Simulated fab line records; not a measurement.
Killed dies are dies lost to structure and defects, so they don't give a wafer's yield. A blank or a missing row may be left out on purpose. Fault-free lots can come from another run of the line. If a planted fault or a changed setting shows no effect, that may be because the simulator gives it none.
Struck lot and sound lot, side by side	flow n5-finfet	40 steps out of a route of 1938
Sound: the wafers L106.1, L106.3, L106.6. The struck wafers were L122.2, L122.3, L122.4. The cause comes at the end.
Each step with rows lists, per side, the tool, then ch with its chambers, then its first start. Under that, the readings that differ: sound wafers	struck wafers	difference of the means	sigmas: that difference in standard deviations of wafers without a fault.
alike: a reading whose means differ by less than 2 such deviations, as well as words and numbers matching on both sides. not compared: withheld readings; readings where some wafer has no value; bounds like >300 that might hide an equal value; numbers whose values overlap and for which the record gives no deviation.
A row with sigmas, a row that says differs or no value, or rows on one side alone: a step with any of these is where the two part. Numbers that have no deviation but don't overlap get no sigmas and don't part them. A reading that every wafer of one side lacks parts them only if that side has two wafers or more.

first, 9 steps without rows for these wafers: N5_MOL_CONTACT_COAG_PRE_CLEAN_121; N5_MOL_CONTACT_COAG_CVD_140 (deposits W, target thk 66.5 nm, time 215 s); N5_MOL_CONTACT_COAG_PRECLEAN_127 (cleans in DIW, time 57.5 s); N5_MOL_CONTACT_COAG_SRD_128 (dry time 32 s); N5_MOL_CONTACT_COAG_CMP_52 (polishes, stops on SiO2, t overpolish 1.5 s, target thk 66.5 nm); N5_MOL_CONTACT_COAG_ANNEAL_112 (time 1800 s); N5_BEOL_M0_SAQP_PECVD_00 (deposits SiCN from 3MS/NH3, target thk 8 nm, time 14 s); N5_BEOL_M0_SAQP_ILD_DEP_01 (deposits SiOC from DEMS/O2, target thk 45.419 nm, time 8.7 s); N5_BEOL_M0_SAQP_HM_DEP_02 (deposits TiN, target thk 12 nm).
N5_BEOL_M0_SAQP_PECVD_03: deposits SiCN from 3MS/NH3, target thk 12 nm, time 21.1 s.
  sound on pecvd-04 ch 1,2, day 6 02:56; struck on pecvd-04 ch 0,2, day 10 01:43
  alike: showerhead-plenum-p-Torr, throttle-valve-pct
then, 12 steps without rows for these wafers: N5_BEOL_M0_SAQP_PECVD_96 (deposits a-Si from SiH4/He, target thk 45 nm, time 45.2 s); N5_BEOL_M0_SAQP_PECVD_97 (deposits SiNx from SiH4/NH3/N2, target thk 23 nm, time 19.9 s); N5_BEOL_M0_SAQP_PECVD_04 (deposits a-Si from SiH4/He, target thk 60 nm, time 60.2 s); N5_BEOL_M0_SAQP_HM_DEP_111 (deposits SiO2 from SiH4/N2O, target thk 12 nm, time 7.2 s); N5_BEOL_M0_SAQP_COAT_81 (time 60 s, resist thk 100 nm); N5_BEOL_M0_SAQP_COAT_82 (time 60 s, resist thk 30 nm); N5_BEOL_M0_SAQP_COAT_08 (resist thk 90 nm); N5_BEOL_M0_SAQP_EBR_10; N5_BEOL_M0_SAQP_SOFTBAKE_09 (time 60 s); N5_BEOL_M0_SAQP_EXPOSE_11 (exposes mask M0 CORE, target cd 42 nm); N5_BEOL_M0_SAQP_PEB_12 (peb time 60 s); N5_BEOL_M0_SAQP_DEVELOP_13 (develop time 30 s).
N5_BEOL_M0_SAQP_INSPECT_16: inspects for defects (brightfield).
  struck on defect-inspect-02, day 10 02:28; sound on defect-inspect-01, day 6 03:41
reading	sound	struck	difference	sigmas
raw-defect-count	527 502 401	1802 1776 1681	+1276	+12
then, 13 steps without rows for these wafers: N5_BEOL_M0_SAQP_DESCUM_19 (chemistry O2, time 7.9 s); N5_BEOL_M0_SAQP_ETCH_83 (etches SiARC in CF4, target depth 39 nm, time 65 s); N5_BEOL_M0_SAQP_ETCH_84 (etches SOC in N2/H2, target depth 100 nm, overetch 20 nm, time 150 s); N5_BEOL_M0_SAQP_STRIP_80 (strips in N2/H2); N5_BEOL_M0_SAQP_HM_OPEN_112 (chemistry CHF3/O2, target SiO2, stops on a-Si, target depth 12 nm, time 13.5 s); N5_BEOL_M0_SAQP_STRIP_113 (strips in CHF3/O2); N5_BEOL_M0_SAQP_MANDREL_ETCH_20 (etches a-Si in HBr/Cl2, stops on SiNx, target depth 60 nm, bt time 10 s, time 30 s); N5_BEOL_M0_SAQP_STRIP_86 (strips in N2/H2); N5_BEOL_M0_SAQP_STRIP_115 (strips in post etch residue remover, time 60 s); N5_BEOL_M0_SAQP_SRD_93 (time 30 s); N5_BEOL_M0_SAQP_RECESS_114 (chemistry HF/NH3, target SiO2, target depth 14.4 nm, afs cycles 3, sublimation time 60 s); N5_BEOL_M0_SAQP_SPACER1_ALD_98 (deposits SiO2, target thk 12.8 nm, pulse time 1 s, purge time 2 s); N5_BEOL_M0_SAQP_SPACER1_ETCHBACK_99 (etches SiO2 in CHF3/O2, target depth 15.4 nm, time 7.7 s).
N5_BEOL_M0_SAQP_INSPECT_42: inspects for defects (brightfield).
  struck on defect-inspect-01, day 10 06:59; sound on defect-inspect-01, day 6 07:53
reading	sound	struck	difference	sigmas
raw-defect-count	354 336 291	1682 1633 1583	+1306	+17
N5_BEOL_M0_CUTY_INSPECT_59: inspects for defects (macro).
  struck on defect-inspect-02, day 10 08:31; sound on defect-inspect-01, day 6 09:15
reading	sound	struck	difference	sigmas
raw-defect-count	1 1 1	>300 >300 >300	differs	
-- the record jumps here: 3 days lie between the struck wafers' starts before and after (it left off in module BEOL_M0_CUTY and takes up again in module BEOL_M4, whose first step shown is number 1111 of the route) --
N5_BEOL_M4_RC_MEAS_101:
  sound on prober-01 ch 0, day 8 10:32; struck on prober-02 ch 0, day 12 21:59
  alike: DIBL_N, DIBL_P, IOFF_N, IOFF_P, ION_N, ION_P, SS_N, SS_P, VT_N, VT_P
-- record jumps: 4 days separate the struck wafers' starts on either side; left off in module BEOL_M4, taken up again in module PASSIVATION, whose first shown step is the route's number 1936 --
N5_PASSIVATION_PROBE_49:
  rows exist in the record for the struck wafers here (prober-02, day 16 21:57), but not for the sound ones

## WHERE THEY PART
First at N5_BEOL_M0_SAQP_INSPECT_16; last, within this record, at N5_PASSIVATION_PROBE_49.

WHY: the cause the simulator had injected
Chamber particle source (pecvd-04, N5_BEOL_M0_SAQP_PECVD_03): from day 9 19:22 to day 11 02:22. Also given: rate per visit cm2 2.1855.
